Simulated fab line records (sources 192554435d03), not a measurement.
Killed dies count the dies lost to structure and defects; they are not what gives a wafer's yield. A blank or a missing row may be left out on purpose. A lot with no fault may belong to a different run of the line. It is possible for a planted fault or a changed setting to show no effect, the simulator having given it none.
fab line records	flow n5Finfet	part 2 of 2: steps 26 to 32 of 32
[record] lots = 5	wafers = 15	lastDay = 17
route steps=1938 shown PMOS_HMC_CHANNEL_EPI@85 FIN_SAQP@90
lots with no fault: from the same line, run without faults
startH: hours from the record's opening day to when the first of the lot's shown wafers began	waitH: time in hours since the lot's previous step	" same as the row above	L1.1+2: a single row standing in for several wafers	- no value, or no start given	* or withheld: withheld	< > ~ a bound
route shown NAME@n: a module of which the file shows steps, and the number in the route of the first	usual: mean/standard deviation taken from wafers without a fault	same: alike in all rows	chamber/n: place in a boat	sites: readings site by site	_std_site: their standard deviation	_edge_site: the outer-site mean with the inner-site mean subtracted	radiusMm: how far each site lies from the wafer's centre	mask NAME#n: copy n	behind: tool/chamber where the wafer was last shaped	hold: reason for holding the lot/hours on hold/outcome of the hold	device: the n, p or np transistor that did not switch	end of line: the tests these same wafers got at the end of their route	a step given without rows: its recipe and nothing more	killed: dies that structure and defects cost at the first sort, which is not the same as the wafer's yield	map: dies across one wafer; x = killed, . = not, _ = none there
set.NAME: setting as actually run; set.NAME@STEP: the setting as run at that earlier step	model.NAME: the simulator's own value behind a step, which no gauge read
lots at some steps of the route; a table a step, a row a wafer
services: from which hour (startH, from the record's first day; less than 0 if before it) a tool's chamber was out of use, for how many hours, and why
[[steps]]
[step N5_FIN_SAQP_CD_MEAS_16]
[recipe] targetCdNm = 35.6	landingEnergyEv = 500	detector = seInlens
[usual] cdNm = 35.5/0.34
lot.wafer	tool	chamber	startH	waitH	cdNm
L074.2	cdSem-03	0	22.61	-	35.2
L074.4	"	0	"	"	35.5
L074.5	"	0	"	"	35.7
L076.1	cdSem-03	0	33.80	-	35.6
L076.4	"	0	"	"	35.9
L076.5	"	0	"	"	35.3
L087.1	cdSem-03	0	101.36	-	35.6
L087.3	"	0	"	"	36.0
L087.5	"	0	"	"	35.5
L088.2	cdSem-02	0	106.21	-	35.1
L088.3	"	0	"	"	35.4
L088.4	"	0	"	"	35.2
L096.2	cdSem-01	0	153.94	-	35.3
L096.3	"	0	"	"	35.3
L096.6	"	0	"	"	35.4
[step N5_FIN_SAQP_OVL_MEAS_17]
[recipe] pointsPerWafer = 44
[usual] FIN_CORE_OVL = 0.2/0.74
lot.wafer	tool	chamber	startH	waitH	FIN_CORE_OVL[nm]
L074.2	overlay-01	0	22.65	0.0	0.7
L074.4	"	0	"	"	1.0
L074.5	"	0	"	"	0.7
L076.1	overlay-02	0	33.84	0.0	-0.3
L076.4	"	0	"	"	0.8
L076.5	"	0	"	"	-0.5
L087.1	overlay-02	0	101.40	0.0	0.9
L087.3	"	0	"	"	0.8
L087.5	"	0	"	"	-0.2
L088.2	overlay-01	0	106.24	0.0	-0.5
L088.3	"	0	"	"	0.0
L088.4	"	0	"	"	1.0
L096.2	overlay-02	0	153.98	0.0	0.2
L096.3	"	0	"	"	0.1
L096.6	"	0	"	"	-0.9
[step N5_FIN_SAQP_INSPECT_18]
[recipe] mode = adi	inspectInstrument = brightfield
[usual] rawDefectCount = 445/140
lot.wafer	tool	chamber	startH	waitH	rawDefectCount
L074.2	defectInspect-02	-	22.67	0.0	295
L074.4	"	-	"	"	377
L074.5	"	-	"	"	504
L076.1	defectInspect-02	-	33.86	0.0	486
L076.4	"	-	"	"	458
L076.5	"	-	"	"	453
L087.1	defectInspect-01	-	101.42	0.0	298
L087.3	"	-	"	"	361
L087.5	"	-	"	"	385
L088.2	defectInspect-01	-	106.27	0.0	645
L088.3	"	-	"	"	495
L088.4	"	-	"	"	404
L096.2	defectInspect-02	-	154.01	0.0	359
L096.3	"	-	"	"	435
L096.6	"	-	"	"	315
[step N5_FIN_SAQP_DESCUM_21]
[recipe] chemistry = O2	timeS = 7.9	sourcePowerW = 50	biasPowerW = 20	pressureMtorr = 20	rfFrequencyHz = 2.712e+07	tempC = 40	resist = CAR-ArF	o2FlowSccm = 225
[usual] drypumpMotorCurrentA = 5.7/0.43	o2FlowSccm = 225.0/0.76	oesProductAu = 0.76/0.048	rfVppV = 243.0/1.5	showerheadPlenumPTorr = 2.08/0.092	throttleValvePct = 20.48/0.16
lot.wafer	tool	chamber	startH	waitH	drypumpMotorCurrentA	o2FlowSccm	oesProductAu	rfHoursCounterH	rfVppV	showerheadPlenumPTorr	throttleValvePct
L074.2	rieDiel-06	3	22.71	0.0	5.7	225.8	0.85	80	244.9	2.21	20.44
L074.4	"	0	"	"	6.0	224.0	0.83	90	244.7	2.23	20.56
L074.5	"	2	"	"	5.6	224.6	0.74	-	241.0	2.01	20.46
L076.1	rieDiel-05	3	33.89	0.0	5.1	224.7	0.76	146	244.0	2.09	20.33
L076.4	"	0	"	"	5.3	224.2	0.81	98	240.8	1.92	20.48
L076.5	"	1	"	"	6.6	225.5	0.71	-	241.1	2.00	20.83
L087.1	rieDiel-05	3	101.46	0.0	5.1	224.3	0.75	174	242.3	2.08	20.37
L087.3	"	2	"	"	5.4	226.5	0.70	213	242.2	1.99	20.43
L087.5	"	0	"	"	5.3	225.8	0.78	-	239.3	1.91	20.52
L088.2	rieDiel-01	3	106.38	0.1	5.3	224.9	0.74	191	243.9	2.07	20.33
L088.3	"	0	"	"	5.5	224.7	0.83	53	242.8	2.13	20.25
L088.4	"	0	"	"	5.5	224.1	0.84	-	244.7	2.13	20.26
L096.2	rieDiel-06	1	154.25	0.2	5.7	224.8	0.72	229	243.8	2.05	20.65
L096.3	"	3	"	"	5.8	224.8	0.80	123	243.5	2.19	20.51
L096.6	"	0	"	"	6.0	225.0	0.77	-	245.2	2.21	20.62
[step N5_FIN_SAQP_ETCH_51]
[recipe] chemistry = CF4	target = SiARC	targetDepthA = 455	maskMaterial = CAR-ArF	timeS = 75.8	ionEnergyEv = 80	pressureMtorr = 40	sourceW = 545	biasW = 36	Ar_flow_sccm = 100	cf4FlowSccm = 100	ends = cleared
[usual] drypumpMotorCurrentA = 5.7/0.42	etchRfOnTimeS = 76.4/1.7	oesProductAu = 0.65/0.038	rfVppV = 183.9/1.3	showerheadPlenumPTorr = 2.13/0.083	throttleValvePct = 15.68/0.19
lot.wafer	tool	chamber	startH	waitH	drypumpMotorCurrentA	etchRfOnTimeS	oesProductAu	rfHoursCounterH	rfVppV	showerheadPlenumPTorr	throttleValvePct
L074.2	rieDiel-06	3	22.74	0.0	5.7	75.5	0.72	80	185.8	2.26	15.62
L074.4	"	0	"	"	6.0	77.1	0.70	90	186.1	2.24	15.47
L074.5	"	2	"	"	5.5	72.4	0.64	-	183.5	2.05	15.59
L076.1	rieDiel-05	3	33.93	0.0	5.1	75.6	0.66	146	183.7	2.15	15.58
L076.4	"	0	"	"	5.3	76.2	0.69	98	182.0	1.99	15.72
L076.5	"	1	"	"	6.6	75.0	0.60	-	183.8	2.05	16.02
L087.1	rieDiel-05	3	101.49	0.0	5.1	76.3	0.64	174	185.3	2.14	15.65
L087.3	"	2	"	"	5.4	78.2	0.60	213	181.9	2.04	15.66
L087.5	"	0	"	"	5.3	76.2	0.66	-	180.7	1.98	15.78
L088.2	rieDiel-01	3	106.42	0.0	5.3	75.7	0.62	191	184.1	2.13	15.61
L088.3	"	0	"	"	5.5	76.5	0.70	53	184.8	2.17	15.31
L088.4	"	0	"	"	5.5	76.6	0.71	-	183.9	2.17	15.31
L096.2	rieDiel-06	1	154.28	0.0	5.8	75.1	0.62	229	184.1	2.13	16.01
L096.3	"	3	"	"	5.7	77.5	0.67	123	187.1	2.24	15.71
L096.6	"	0	"	"	6.0	80.8	0.64	-	185.6	2.22	15.55
[step N5_FIN_SAQP_ETCH_52]
[recipe] chemistry = N2/H2	target = SOC	targetDepthA = 1000	overetchA = 200	maskMaterial = SiARC	tempC = 40	timeS = 150	ionEnergyEv = 200	pressureMtorr = 30	sourceW = 840	biasW = 150	n2FlowSccm = 200	h2FlowSccm = 200	ends = endPoint
[usual] drypumpMotorCurrentA = 5.7/0.43	oesProductAu = 0.68/0.042	rfVppV = 523/3	showerheadPlenumPTorr = 2.53/0.098	throttleValvePct = 17.89/0.24
lot.wafer	tool	chamber	startH	waitH	drypumpMotorCurrentA	oesProductAu	rfHoursCounterH	rfVppV	showerheadPlenumPTorr	throttleValvePct
L074.2	rieDiel-06	3	22.80	0.0	5.7	0.76	80	527	2.66	17.60
L074.4	"	0	"	"	6.0	0.74	90	528	2.67	17.80
L074.5	"	2	"	"	5.6	0.66	-	521	2.43	17.83
L076.1	rieDiel-05	3	33.99	0.0	5.1	0.69	146	524	2.52	17.65
L076.4	"	0	"	"	5.3	0.72	98	518	2.37	18.09
L076.5	"	1	"	"	6.6	0.63	-	520	2.43	18.27
L087.1	rieDiel-05	3	101.55	0.0	5.2	0.67	174	523	2.51	17.71
L087.3	"	2	"	"	5.5	0.64	213	520	2.41	17.84
L087.5	"	0	"	"	5.3	0.71	-	519	2.36	18.16
L088.2	rieDiel-01	3	106.47	0.0	5.3	0.66	191	522	2.54	17.80
L088.3	"	0	"	"	5.5	0.74	53	525	2.58	17.57
L088.4	"	0	"	"	5.5	0.74	-	525	2.58	17.54
L096.2	rieDiel-06	1	154.34	0.0	5.7	0.65	229	523	2.52	18.30
L096.3	"	3	"	"	5.7	0.71	123	527	2.64	17.66
L096.6	"	0	"	"	6.0	0.70	-	526	2.65	17.86
[step N5_FIN_SAQP_STRIP_53]
[recipe] chemistry = N2/H2	tempC = 40	n2FlowSccm = 200	h2FlowSccm = 200	rfFrequencyHz = 6e+07
lot.wafer	tool	chamber	startH	waitH
L074.2+4+5	rieDiel-06	3,0,2	22.89	0.0
L076.1+4+5	rieDiel-05	3,0,1	34.08	0.0
L087.1+3+5	rieDiel-05	3,2,0	101.65	0.0
L088.2+3+4	rieDiel-01	3,0,0	106.57	0.0
L096.2+3+6	rieDiel-06	1,3,0	154.44	0.0
[[services]]
tool	chamber	startH	hours	kind
arfiScanner-02	-	-3.22	2.3	repair
rieDiel-06	-	-1.26	2.8	pm
arfiScanner-02	-	-0.88	1.3	pm
wetBench-04	-	5.72	2.0	repair
aldSin-01	0	8.54	2.8	repair
arfiScanner-03	-	8.64	28.4	repair
wetBench-05	-	26.62	2.8	repair
wetBench-05	-	30.35	1.9	repair
rieDiel-05	1	35.97	1.5	repair
rieDiel-01	-	38.30	0.8	repair
rieDiel-01	-	39.22	13.9	repair
pecvd-03	-	67.11	1.6	repair
arfiScanner-02	-	83.82	1.3	repair
aldSin-01	-	93.35	1.7	repair
arfiScanner-02	-	95.76	1.0	pm
pecvd-03	-	97.71	5.5	pm
arfiScanner-02	-	101.78	0.6	repair
arfiScanner-02	-	122.21	1.0	pm
arfiScanner-02	-	124.08	1.3	pm
arfiScanner-02	-	129.55	0.8	pm
rieDiel-06	2	130.51	8.3	repair
wetBench-04	-	144.02	0.9	repair
arfiScanner-02	-	150.35	4.9	pm
epiRpcvd-02	-	153.44	0.8	pm
